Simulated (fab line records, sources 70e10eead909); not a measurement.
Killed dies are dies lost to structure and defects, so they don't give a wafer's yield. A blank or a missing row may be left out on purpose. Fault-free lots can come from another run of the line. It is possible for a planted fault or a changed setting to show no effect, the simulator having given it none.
Matching of chambers || flow nand-harc || NHARC_P_ZERO_WELL_DESCUM_13 on rie-diel-08: 4 sister chambers
The step chemistry O2, time 3 s. 16 wafers are shown with their chamber, then 8 later ones without.

== EACH WAFER AND ITS CHAMBER ==
{"wafer": "L075.1", "chamber": 0, "drypump-motor-current-A (A)": 5.5, "showerhead-plenum-p-Torr (Torr)": 1.97, "oes-product-au (a.u.)": 0.986}
{"wafer": "L075.2", "chamber": 2, "drypump-motor-current-A (A)": 5.4, "showerhead-plenum-p-Torr (Torr)": 1.95, "oes-product-au (a.u.)": 0.995}
{"wafer": "L075.6", "chamber": 3, "drypump-motor-current-A (A)": 5.5, "showerhead-plenum-p-Torr (Torr)": 1.87, "oes-product-au (a.u.)": 1.006}
{"wafer": "L078.2", "chamber": 0, "drypump-motor-current-A (A)": 5.5, "showerhead-plenum-p-Torr (Torr)": 1.97, "oes-product-au (a.u.)": 0.997}
{"wafer": "L078.3", "chamber": 3, "drypump-motor-current-A (A)": 5.5, "showerhead-plenum-p-Torr (Torr)": 1.87, "oes-product-au (a.u.)": 1.005}
{"wafer": "L078.4", "chamber": 1, "drypump-motor-current-A (A)": 5.9, "showerhead-plenum-p-Torr (Torr)": 1.92, "oes-product-au (a.u.)": 0.987}
{"wafer": "L081.1", "chamber": 0, "drypump-motor-current-A (A)": 5.6, "showerhead-plenum-p-Torr (Torr)": 1.96, "oes-product-au (a.u.)": 0.991}
{"wafer": "L081.5", "chamber": 0, "drypump-motor-current-A (A)": 5.6, "showerhead-plenum-p-Torr (Torr)": 1.97, "oes-product-au (a.u.)": 0.998}
{"wafer": "L081.6", "chamber": 3, "drypump-motor-current-A (A)": 5.5, "showerhead-plenum-p-Torr (Torr)": 1.87, "oes-product-au (a.u.)": 1.013}
{"wafer": "L086.1", "chamber": 0, "drypump-motor-current-A (A)": 5.5, "showerhead-plenum-p-Torr (Torr)": 1.96, "oes-product-au (a.u.)": 0.996}
{"wafer": "L086.5", "chamber": 3, "drypump-motor-current-A (A)": 5.5, "showerhead-plenum-p-Torr (Torr)": 1.86, "oes-product-au (a.u.)": 1.007}
{"wafer": "L086.6", "chamber": 0, "drypump-motor-current-A (A)": 5.6, "showerhead-plenum-p-Torr (Torr)": 1.96, "oes-product-au (a.u.)": 0.990}
{"wafer": "L087.1", "chamber": 1, "drypump-motor-current-A (A)": 5.9, "showerhead-plenum-p-Torr (Torr)": 1.91, "oes-product-au (a.u.)": 0.999}
{"wafer": "L087.3", "chamber": 0, "drypump-motor-current-A (A)": 5.5, "showerhead-plenum-p-Torr (Torr)": 1.96, "oes-product-au (a.u.)": 0.991}
{"wafer": "L087.5", "chamber": 3, "drypump-motor-current-A (A)": 5.5, "showerhead-plenum-p-Torr (Torr)": 1.86, "oes-product-au (a.u.)": 1.017}
{"wafer": "L088.2", "chamber": 0, "drypump-motor-current-A (A)": 5.5, "showerhead-plenum-p-Torr (Torr)": 1.96, "oes-product-au (a.u.)": 0.996}

SIGNATURES (averages over the wafers above)
{"reading": "drypump-motor-current-A", "chamber 0": 5.537, "chamber 1": 5.900, "chamber 2": 5.400, "chamber 3": 5.500, "scatter within a chamber": 0.0395}
{"reading": "showerhead-plenum-p-Torr", "chamber 0": 1.9637, "chamber 1": 1.9150, "chamber 2": 1.9500, "chamber 3": 1.8660, "scatter within a chamber": 0.00546}
{"reading": "oes-product-au", "chamber 0": 0.99313, "chamber 1": 0.99300, "chamber 2": 0.99500, "chamber 3": 1.00960, "scatter within a chamber": 0.00503}
Rule: a wafer's distance from a chamber is the root of the sum, over the readings, of the square of ((its reading less the chamber's mean) divided by the reading's scatter). If the next closest chamber is less than 2 further off than the closest, the wafer can't be placed; otherwise it belongs to the closest. How the scatter is found: for the shown wafers, subtract from each reading the mean of its chamber, square and add these, divide the total by (wafers less chambers), then take the root.

== WAFERS WHOSE CHAMBER IS MISSING ==
{"wafer": "L088.4", "drypump-motor-current-A (A)": 5.9, "showerhead-plenum-p-Torr (Torr)": 1.91, "oes-product-au (a.u.)": 0.997}
{"wafer": "L088.6", "drypump-motor-current-A (A)": 5.5, "showerhead-plenum-p-Torr (Torr)": 1.96, "oes-product-au (a.u.)": 0.994}
{"wafer": "L092.4", "drypump-motor-current-A (A)": 5.4, "showerhead-plenum-p-Torr (Torr)": 1.93, "oes-product-au (a.u.)": 1.015}
{"wafer": "L092.5", "drypump-motor-current-A (A)": 5.5, "showerhead-plenum-p-Torr (Torr)": 1.95, "oes-product-au (a.u.)": 1.005}
{"wafer": "L092.6", "drypump-motor-current-A (A)": 5.9, "showerhead-plenum-p-Torr (Torr)": 1.91, "oes-product-au (a.u.)": 1.019}
{"wafer": "L095.1", "drypump-motor-current-A (A)": 5.5, "showerhead-plenum-p-Torr (Torr)": 1.85, "oes-product-au (a.u.)": 0.987}
{"wafer": "L095.3", "drypump-motor-current-A (A)": 5.9, "showerhead-plenum-p-Torr (Torr)": 1.91, "oes-product-au (a.u.)": 1.007}
{"wafer": "L095.4", "drypump-motor-current-A (A)": 5.5, "showerhead-plenum-p-Torr (Torr)": 1.95, "oes-product-au (a.u.)": 0.998}

== WHICH CHAMBER EACH ONE RAN IN ==
{"wafer": "L088.4", "from the rows above": 1, "in truth": 1}
{"wafer": "L088.6", "from the rows above": "can't be placed: 0 or 2", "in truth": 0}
{"wafer": "L092.4", "from the rows above": 2, "in truth": 2}
{"wafer": "L092.5", "from the rows above": "can't be placed: 2 or 0", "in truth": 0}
{"wafer": "L092.6", "from the rows above": 1, "in truth": 1}
{"wafer": "L095.1", "from the rows above": 3, "in truth": 3}
{"wafer": "L095.3", "from the rows above": 1, "in truth": 1}
{"wafer": "L095.4", "from the rows above": "can't be placed: 2 or 0", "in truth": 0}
Correctly placed: 5 of 8. Not placeable from these rows: 3 (in 3, the candidates include the true chamber). Number placed wrongly: 0.
